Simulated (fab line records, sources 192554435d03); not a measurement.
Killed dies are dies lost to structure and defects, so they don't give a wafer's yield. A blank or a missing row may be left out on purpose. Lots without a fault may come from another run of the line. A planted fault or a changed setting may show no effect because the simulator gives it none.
fab line records | flow n5_finfet
record lots=7 wafers=39
route steps=1938 shown FIN_CUT@169 DUMMY_GATE@246 SD_EPI_N@288 SD_EPI_P@321 HKMG_FIN@412 GATE_CUT@469
start_h: hours from the record's first day to the start of the lot's first wafer shown | wait_h: hours since the lot's step before | " the same as in the row above | L1.1+2: a row that stands for several wafers | - no value, or no start given | * or withheld: withheld | < > ~ a bound
route shown NAME@n: a module of which the file shows steps, and the number in the route of the first | usual: mean/standard deviation of fault-free wafers | same: alike in all rows | chamber/n: place in a boat | sites: the reading at each site | _std_site: their standard deviation | _edge_site: outer sites' mean less inner sites' | radius_mm: how far each site lies from the wafer's centre | mask NAME#n: copy n | behind: the tool/chamber that last shaped the wafer | hold: why the lot was held/for how many hours/how that ended | device: the transistor (n, p or np) that didn't switch | end of line: the same wafers' tests at the end of the route | a step without rows: its recipe alone | killed: dies lost to structure and defects at the first sort, not the wafer's yield | map: a wafer's dies, x killed, . not, _ none there
set.NAME: the setting as run; set.NAME@STEP: as run at that earlier step | model.NAME: the simulator's own value behind a step, which no gauge read
lots whose settings were changed on purpose; a table a step, a row a wafer
## steps
# step N5_FIN_CUT_ETCH_21
# recipe chemistry=N2/H2 target=SOC target_depth_a=2190 overetch_a=438 mask_material=SiARC temp_c=40 ion_energy_ev=100 bias_w=61 time_s=523.5 pressure_mtorr=30 source_w=850 n2_flow_sccm=200 h2_flow_sccm=200
# columns lot.wafer tool chamber start_h wait_h set.time_s model.SiARC_of_FIN_CUT_COAT_19.thk_nm
L078.1+6 rie_diel-02 3,2 51.85 0.0 443.9 13
L078.2+4 " 2,0 " " 523.5 11.8
L078.3 " 1 " " 443.9 12.8
L078.5 " 1 " " 523.5 11.6
L081.1+4 rie_diel-02 0,2 69.27 0.0 431.4 13.4
L081.2 " 1 " " 431.4 13.2
L081.3+6 " 3,0 " " 523.5 12
L081.5 " 3 " " 523.5 12.2
L086.1 rie_diel-01 3 104.00 0.0 418.5 13.8
L086.2+4 " 1,0 " " 418.5 13.6
L086.3+6 " 2,0 " " 523.5 12.2
L086.5 " 3 " " 523.5 12.4
L088.1+3 rie_diel-02 0,3 115.13 0.0 523.5 12
L088.4 " 2 " " 523.5 11.8
L089.1+5 rie_diel-02 1 119.23 0.0 523.5 11.4
L089.2+3+4+6 " 2,0,3,0 " " 523.5 11.8
L093.1+3+6 rie_diel-06 2,1,2 142.91 0.0 523.5 11.8
L093.2+5 " 3,1 " " 467.1 12.6
L093.4 " 0 " " 467.1 12.8
L097.1+5 rie_diel-02 0 168.68 0.0 641.7 10
L097.2 " 2 " " 523.5 12
L097.3 " 3 " " 641.7 10.2
L097.4+6 " 1 " " 523.5 11.6
# step N5_DUMMY_GATE_ETCH_32
# recipe chemistry=CF4 target=SiO2 target_depth_a=35 time_s=3.9 ion_energy_ev=350 pressure_mtorr=10 icp_w=800 bias_w=400 cf4_flow_sccm=80
# columns lot.wafer tool chamber start_h wait_h set.time_s model.etch.depth_nm
L078.1 rie_si-03 3 71.99 0.1 3.9 3.403
L078.2 " 1 " " 3.9 3.476
L078.3 " 2 " " 3.9 3.491
L078.4 " 0 " " 3.9 3.626
L078.5 " 1 " " 3.9 3.482
L078.6 " 0 " " 3.9 3.639
L081.1 rie_si-03 0 89.45 0.1 3.9 3.645
L081.2 " 1 " " 4.439 3.998
L081.3 " 2 " " 3.9 3.489
L081.4 " 3 " " 3.9 3.445
L081.5 " 2 " " 4.439 3.963
L081.6 " 1 " " 4.439 3.972
L086.1 rie_si-02 0 123.19 0.1 3.9 3.571
L086.2 " 1 " " 4.679 4.302
L086.3 " 2 " " 4.679 4.239
L086.4 " 3 " " 3.9 3.524
L086.5 " 2 " " 4.679 4.178
L086.6 " 1 " " 3.9 3.57
L088.1 rie_si-02 1 134.56 0.1 3.9 3.515
L088.3 " 3 " " 3.9 3.474
L088.4 " 2 " " 3.9 3.485
L089.1 rie_si-03 0 138.14 0.1 4.278 4.057
L089.2 " 2 " " 4.278 3.892
L089.3 " 3 " " 3.9 3.464
L089.4 " 1 " " 4.278 3.85
L089.5 " 0 " " 3.9 3.678
L089.6 " 1 " " 3.9 3.51
L093.1 rie_si-03 0 163.66 0.1 3.9 3.609
L093.2 " 3 " " 3.9 3.407
L093.3 " 1 " " 3.9 3.487
L093.4 " 2 " " 4.141 3.696
L093.5 " 3 " " 4.141 3.63
L093.6 " 2 " " 4.141 3.699
L097.1 rie_si-04 3 189.51 0.1 3.9 3.309
L097.2 " 1 " " 3.9 3.345
L097.3 " 2 " " 3.9 3.408
L097.4 " 0 " " 3.9 3.444
L097.5 " 1 " " 3.9 3.335
L097.6 " 0 " " 3.9 3.448
# step N5_SD_EPI_N_EPI_21
# recipe material=Si:P dopant=P temp_c=680 pressure_torr=255 time_s=690
# columns lot.wafer tool chamber start_h wait_h set.temp_c model.Si-P_of_SD_EPI_N_EPI_21.thk_nm
L078.1+3 epi_rpcvd-02 0 75.72 0.2 680 59
L078.2+4 " 0 " " 680 59.2
L078.5+6 " 0 77.22 1.5 680 58.8
L081.1 epi_rpcvd-01 0 93.93 0.2 680 59.8
L081.2 " 0 " " 680 58.4
L081.3 " 0 " " 680 59.4
L081.4 " 0 " " 675.8 55
L081.5+6 " 0 " " 675.8 54.8
L086.1 epi_rpcvd-01 0 127.14 0.2 682.8 61.4
L086.2 " 0 " " 682.8 61.6
L086.3 " 0 " " 680 59.2
L086.4 " 0 " " 680 59
L086.5 " 0 " " 680 57.8
L086.6 " 0 " " 682.8 62.6
L088.1 epi_rpcvd-03 0 138.98 0.5 680 58.2
L088.3 " 0 140.75 2.1 680 58
L088.4 " 0 " " 680 57.6
L089.1 epi_rpcvd-02 0 141.42 0.1 677.7 56.8
L089.2 " 0 " " 680 58.8
L089.3 " 0 " " 680 58.6
L089.4 " 0 " " 677.7 56.4
L089.5 " 0 " " 680 59.2
L089.6 " 0 " " 677.7 56.2
L093.1 epi_rpcvd-01 0 167.11 0.2 674.9 52.8
L093.2 " 0 " " 680 58.8
L093.3 " 0 " " 680 59.6
L093.4 " 0 " " 680 58.6
L093.5 " 0 " " 674.9 54.2
L093.6 " 0 " " 674.9 54.4
L097.1 epi_rpcvd-01 0 192.94 0.1 680 58.8
L097.2 " 0 " " 683.7 63
L097.3 " 0 " " 683.7 64.2
L097.4 " 0 " " 680 60
L097.5 " 0 " " 680 59.4
L097.6 " 0 " " 683.7 62.6
# step N5_SD_EPI_N_PRECLEAN_24
# recipe chemistry=O3/DIW time_s=60 temp_c=22 o3_ppm=10
# step N5_SD_EPI_P_EPI_21
# recipe material=SiGe:B dopant=B temp_c=550 pressure_torr=20 ambient=H2 time_s=355
# step N5_SD_EPI_P_HM_STRIP_48
# recipe chemistry=H3PO4 temp_c=160 material=SiNx target=SiNx target_depth_a=30 overetch_fraction=0.3
# columns lot.wafer tool chamber start_h wait_h set.temp_c@SD_EPI_N_EPI_21 model.Si-P_of_SD_EPI_N_EPI_21.thk_nm
L078.1+3 wet_bench-06 0,7 83.65 0.0 680 58.4
L078.2+4 " 6,2 " " 680 58.6
L078.5+6 " 1,3 " " 680 58.2
L081.1 wet_bench-02 5 101.26 0.0 680 59.2
L081.2 " 3 " " 680 57.8
L081.3 " 4 " " 680 58.6
L081.4 " 2 " " 675.8 54.4
L081.5 " 1 " " 675.8 54
L081.6 " 6 " " 675.8 54.2
L086.1 wet_bench-02 3 134.02 0.0 682.8 60.8
L086.2 " 5 " " 682.8 61
L086.3 " 4 " " 680 58.6
L086.4 " 0 " " 680 58.4
L086.5 " 1 " " 680 57
L086.6 " 2 " " 682.8 61.8
L089.1 wet_bench-02 4 148.64 0.1 677.7 56.2
L089.2 " 0 " " 680 58.2
L089.3 " 2 " " 680 58
L089.4 " 1 " " 677.7 55.8
L089.5 " 5 " " 680 58.4
L089.6 " 3 " " 677.7 55.6
L088.1 wet_bench-01 5 154.35 0.0 680 57.6
L088.3 " 0 " " 680 57.4
L088.4 " 7 " " 680 57
L093.1 wet_bench-02 5 174.01 0.0 674.9 52.2
L093.2 " 1 " " 680 58.2
L093.3 " 2 " " 680 58.8
L093.4 " 6 " " 680 58
L093.5 " 0 " " 674.9 53.6
L093.6 " 7 " " 674.9 53.8
L097.1 wet_bench-01 3 199.40 0.0 680 58.2
L097.2 " 5 " " 683.7 62.4
L097.3 " 0 " " 683.7 63.4
L097.4 " 7 " " 680 59.4
L097.5 " 6 " " 680 58.8
L097.6 " 4 " " 683.7 62
# step N5_HKMG_FIN_ALD_79
# recipe material=TiN target_thk_a=15 temp_c=400 ald_precursor_family=TiCl4 ald_co_reactant=NH3 pulse_time_s=1 purge_time_s=3 co_reactant_purge_time_s=2 co_reactant_pulse_time_s=2 ald_cycles=68 pressure_torr=3
# columns lot.wafer tool chamber start_h wait_h set.ald_cycles model.TiN_of_HKMG_FIN_ALD_79.thk_nm
L078.1 ald_metal-03 0 99.93 0.0 68 1.4
L078.2+3+5 " 1,2,2 " " 58 1.2
L078.4+6 " 3,1 " " 68 1.6
L081.1+4+5 ald_metal-03 2,3,2 120.06 0.0 68 1.4
L081.2 " 0 " " 78 1.6
L081.3+6 " 1 " " 78 1.8
L086.1+3+6 ald_metal-04 2,1,1 148.82 0.0 57 1.2
L086.2+4+5 " 3,2,3 " " 68 1.6
L089.1 ald_metal-01 1 164.01 0.0 68 1.6
L089.2+5 " 3,0 " " 68 1.4
L089.3+4+6 " 2,0,3 " " 58 1.2
L088.1+3 ald_metal-03 1,0 169.03 0.0 68 1.6
L088.4 " 1 " " 68 1.4
L093.1+3+4+5+6 ald_metal-03 0,1,2,1,0 190.47 0.0 68 1.4
L093.2 " 2 " " 68 1.6
L097.1+4+6 ald_metal-01 3,2,3 214.33 0.0 78 1.8
L097.2+3+5 " 1,2,1 " " 68 1.6
# step N5_HKMG_FIN_CVD_62
# recipe material=a-Si target_thk_a=30 temp_c=500 precursor=Si2H6 pressure_torr=1 time_s=20.8
# step N5_HKMG_FIN_RTA_80
# recipe temp_c=withheld time_s=2 ambient=N2 idle_temp_c=600 ramp_up_c_per_s=150 ramp_down_c_per_s=60 cool_to_c=600
# step N5_HKMG_FIN_PRECLEAN_64
# recipe chemistry=dHF time_s=30 temp_c=25 dilution=withheld
# step N5_HKMG_FIN_WET_ETCH_65
# recipe chemistry=TMAH temp_c=70 conc_wt_pct=5 target=a-Si stop_on=TiN time_s=49 target_depth_nm=3
# columns lot.wafer tool chamber start_h wait_h set.ald_cycles@HKMG_FIN_ALD_79 model.TiN_of_HKMG_FIN_ALD_79.thk_nm
L078.1+4 wet_bench-04 3,1 100.59 0.0 68 1.2
L078.2+3+5 " 0,6,2 " " 58 1
L078.6 " 7 " " 68 1.4
L081.1+4+5 wet_bench-03 3,4,7 120.72 0.0 68 1.2
L081.2 " 0 " " 78 1.4
L081.3+6 " 5,6 " " 78 1.6
L086.1+3+6 wet_bench-05 0,2,6 149.50 0.0 57 1
L086.2 " 5 " " 68 1.2
L086.4+5 " 7,1 " " 68 1.4
L089.1+2+5 wet_bench-03 1,6,7 164.77 0.0 68 1.2
L089.3+4+6 " 3,2,0 " " 58 1
L088.1+3+4 wet_bench-04 3,0,6 169.78 0.0 68 1.2
L093.1+2+3+4+5+6 wet_bench-04 2,7,0,6,1,3 191.12 0.0 68 1.2
L097.1+4+6 wet_bench-05 4,3,6 214.99 0.0 78 1.6
L097.2+3 " 7,0 " " 68 1.2
L097.5 " 5 " " 68 1.4
# step N5_GATE_CUT_ETCH_58
# recipe chemistry=CH3F/O2 target=SiNx target_depth_a=170 time_s=128.6 ion_energy_ev=50 pressure_mtorr=30 source_w=415 bias_w=21 Ar_flow_sccm=150 CH3F_flow_sccm=30 O2_flow_sccm=20
# usual rf_vpp_V=99.1/0.92
# columns lot.wafer tool chamber start_h wait_h set.bias_w rf_vpp_V model.etch.depth_nm
L078.1 rie_diel-02 2 106.86 0.0 23.83 108.3 17.97
L078.2 " 3 " " 21 97.9 16.8
L078.3 " 0 " " 21 99.1 16.62
L078.4 " 1 " " 23.83 107.5 18.34
L078.5 " 2 " " 23.83 107.9 17.91
L078.6 " 3 " " 21 98.2 16.8
L081.1 rie_diel-06 0 126.95 0.1 24.23 109.8 17.98
L081.2 " 3 " " 21 99.7 17.21
L081.3 " 1 " " 21 99.3 17.07
L081.4 " 0 " " 24.23 108.0 17.87
L081.5 " 3 " " 21 99.6 17.28
L081.6 " 1 " " 24.23 109.3 18.2
L086.1 rie_diel-02 1 155.48 0.0 21 98.2 17.27
L086.2 " 0 " " 19.6 95.0 16.21
L086.3 " 3 " " 19.6 94.2 16.3
L086.4 " 2 " " 19.6 95.4 16.55
L086.5 " 2 " " 21 99.0 17.06
L086.6 " 3 " " 21 97.5 16.82
L089.1 rie_diel-06 0 170.95 0.0 21 98.7 16.76
L089.2 " 3 " " 17.76 89.8 16.14
L089.3 " 2 " " 17.76 88.8 15.9
L089.4 " 1 " " 21 99.4 16.84
L089.5 " 2 " " 21 100.6 17.15
L089.6 " 1 " " 17.76 89.3 15.69
L088.1 rie_diel-06 2 176.15 0.0 21 99.0 17.27
L088.3 " 3 " " 21 98.8 17.3
L088.4 " 0 " " 21 99.1 16.9
L093.1 rie_diel-02 3 197.23 0.1 21 98.0 16.72
L093.2 " 0 " " 17.63 90.1 15.56
L093.3 " 2 " " 21 99.2 16.88
L093.4 " 1 " " 21 98.8 17.3
L093.5 " 0 " " 17.63 88.0 15.79
L093.6 " 1 " " 17.63 87.5 15.94
L097.1 rie_diel-06 0 221.21 0.0 21 98.2 16.79
L097.2 " 1 " " 23.15 106.1 17.77
L097.3 " 3 " " 21 98.0 17.35
L097.4 " 2 " " 23.15 104.1 18.04
L097.5 " 2 " " 23.15 106.1 17.96
L097.6 " 1 " " 21 98.7 16.97
## key
split step=N5_FIN_CUT_ETCH_21 setting=time_s stated=523.5 by=wafer
response step=N5_FIN_CUT_ETCH_21 reading=model.SiARC_of_FIN_CUT_COAT_19.thk_nm change=-0.0737 per=1% r=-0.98
split step=N5_DUMMY_GATE_ETCH_32 setting=time_s stated=3.9 by=wafer
response step=N5_DUMMY_GATE_ETCH_32 reading=model.etch.depth_nm change=+0.0342 per=1% r=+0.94
split step=N5_SD_EPI_N_EPI_21 setting=temp_c stated=680 by=wafer
response step=N5_SD_EPI_N_EPI_21 reading=model.Si-P_of_SD_EPI_N_EPI_21.thk_nm change=+7.09 per=1% r=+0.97
response step=N5_SD_EPI_P_HM_STRIP_48 reading=model.Si-P_of_SD_EPI_N_EPI_21.thk_nm change=+7.02 per=1% r=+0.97
split step=N5_HKMG_FIN_ALD_79 setting=ald_cycles stated=68 by=wafer
response step=N5_HKMG_FIN_ALD_79 reading=model.TiN_of_HKMG_FIN_ALD_79.thk_nm change=+0.0205 per=1% r=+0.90
response step=N5_HKMG_FIN_WET_ETCH_65 reading=model.TiN_of_HKMG_FIN_ALD_79.thk_nm change=+0.0196 per=1% r=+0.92
split step=N5_GATE_CUT_ETCH_58 setting=bias_w stated=21 by=wafer
response step=N5_GATE_CUT_ETCH_58 reading=rf_vpp_V change=+0.65 per=1% r=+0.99
response step=N5_GATE_CUT_ETCH_58 reading=model.etch.depth_nm change=+0.0747 per=1% r=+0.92
